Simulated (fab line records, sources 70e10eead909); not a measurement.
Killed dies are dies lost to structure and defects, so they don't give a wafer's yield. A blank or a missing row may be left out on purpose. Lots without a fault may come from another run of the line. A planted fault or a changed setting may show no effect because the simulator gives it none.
Chamber matching | flow nand_harc | NHARC_A_STAIRCASE_DESCUM_291 on rie_diel-07: 4 sister chambers
The step chemistry O2, time 3 s. 18 wafers are shown with their chamber, then 9 later ones without.

WAFERS WITH THEIR CHAMBER
wafer  | chamber | showerhead_plenum_p_Torr (Torr) | drypump_motor_current_A (A) | throttle_valve_pct (%)
L074.1 | 2       | 1.97                            | 5.6                         | 11.309
L074.4 | 1       | 1.93                            | 5.6                         | 11.327
L074.6 | 1       | 1.93                            | 5.6                         | 11.314
L078.1 | 3       | 1.92                            | 5.5                         | 11.309
L078.2 | 1       | 1.93                            | 5.6                         | 11.301
L078.3 | 2       | 1.97                            | 5.6                         | 11.313
L078.4 | 0       | 1.99                            | 5.7                         | 11.320
L078.5 | 1       | 1.93                            | 5.6                         | 11.310
L078.6 | 0       | 1.99                            | 5.7                         | 11.303
L084.1 | 0       | 1.99                            | 5.7                         | 11.312
L084.2 | 3       | 1.92                            | 5.4                         | 11.321
L084.4 | 2       | 1.97                            | 5.6                         | 11.317
L084.3 | 1       | 1.92                            | 5.6                         | 11.322
L084.5 | 0       | 1.99                            | 5.7                         | 11.313
L084.6 | 3       | 1.92                            | 5.4                         | 11.330
L089.1 | 3       | 1.91                            | 5.5                         | 11.309
L089.2 | 0       | 1.98                            | 5.7                         | 11.291
L089.6 | 0       | 1.98                            | 5.7                         | 11.302

SIGNATURES (means of the wafers above)
reading                  | chamber 0 | chamber 1 | chamber 2 | chamber 3 | scatter within a chamber
showerhead_plenum_p_Torr | 1.9867    | 1.9280    | 1.9700    | 1.9175    | 0.00454
drypump_motor_current_A  | 5.700     | 5.600     | 5.600     | 5.450     | 0.0267
throttle_valve_pct       | 11.30683  | 11.31480  | 11.31300  | 11.31725  | 0.00959
Rule: a wafer's distance from a chamber is the root of the sum, over the readings, of the square of ((its reading less the chamber's mean) divided by the reading's scatter). The wafer belongs to the nearest chamber; if the next one is less than 2 further off, it can't be placed. The scatter: the root of (the sum of the squares of (reading less its chamber's mean) over the shown wafers, divided by (wafers less chambers)).

WAFERS WITHOUT THEIR CHAMBER
wafer  | showerhead_plenum_p_Torr (Torr) | drypump_motor_current_A (A) | throttle_valve_pct (%)
L096.1 | 1.96                            | 5.6                         | 11.316
L096.3 | 1.92                            | 5.6                         | 11.298
L096.4 | 1.91                            | 5.5                         | 11.309
L094.1 | 1.96                            | 5.6                         | 11.304
L094.2 | 1.92                            | 5.6                         | 11.298
L094.3 | 1.91                            | 5.4                         | 11.295
L094.4 | 1.91                            | 5.4                         | 11.312
L094.5 | 1.96                            | 5.6                         | 11.301
L094.6 | 1.92                            | 5.6                         | 11.303

WHICH CHAMBER EACH WENT THROUGH
wafer  | from the rows above | in truth
L096.1 | 2                   | 2
L096.3 | 1                   | 1
L096.4 | 3                   | 3
L094.1 | 2                   | 2
L094.2 | 1                   | 1
L094.3 | 3                   | 3
L094.4 | 3                   | 3
L094.5 | 2                   | 2
L094.6 | 1                   | 1
Placed correctly: 9 of 9. Can't be placed from these rows: 0. Placed wrongly: 0.
